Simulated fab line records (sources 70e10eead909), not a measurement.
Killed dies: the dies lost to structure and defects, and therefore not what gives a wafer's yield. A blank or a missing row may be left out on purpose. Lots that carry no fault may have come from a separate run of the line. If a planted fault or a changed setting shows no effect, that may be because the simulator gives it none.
Chamber matching / flow nand harc / rie diel-10 running NHARC_A_STAIRCASE_TRIM_12: 4 sister chambers
The step chemistry O2, time 211.2 s. 4 wafers are shown with their chamber, then 7 later ones without.

== EACH WAFER AND ITS CHAMBER ==
wafer=L082.2; chamber=1; drypump motor current A (A)=5.8
wafer=L082.5; chamber=2; drypump motor current A (A)=5.4
wafer=L082.1; chamber=3; drypump motor current A (A)=6.0
wafer=L082.4; chamber=0; drypump motor current A (A)=5.4

== WAFERS MISSING THEIR CHAMBER ==
wafer=L082.6; drypump motor current A (A)=5.7
wafer=L085.2; drypump motor current A (A)=5.9
wafer=L085.5; drypump motor current A (A)=5.4
wafer=L085.6; drypump motor current A (A)=6.0
wafer=L097.3; drypump motor current A (A)=5.8
wafer=L097.4; drypump motor current A (A)=5.4
wafer=L097.5; drypump motor current A (A)=5.9

== WHICH CHAMBER EACH WENT THROUGH ==
wafer=L082.6; from the rows above=1; in truth=1
wafer=L085.2; from the rows above=can't be placed: 3 or 1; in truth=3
wafer=L085.5; from the rows above=can't be placed: 0 or 2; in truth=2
wafer=L085.6; from the rows above=3; in truth=3
wafer=L097.3; from the rows above=1; in truth=1
wafer=L097.4; from the rows above=can't be placed: 0 or 2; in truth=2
wafer=L097.5; from the rows above=can't be placed: 3 or 1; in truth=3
3 of 7 placed correctly. Not placeable from these rows: 4 (in 4, the candidates include the true chamber). Wrongly placed: 0.
How it was worked out, from the rows above alone: a wafer's distance from a chamber is the root of the sum, over the readings, of the square of ((its reading less the chamber's mean) divided by the reading's scatter). The wafer belongs to the nearest chamber; if the next one is less than 2 further off, it can't be placed. Each chamber's mean is taken over the wafers shown for it. The scatter: with one shown wafer a chamber, the root of the mean of the squares of how far each hidden wafer lies from its nearest shown one.
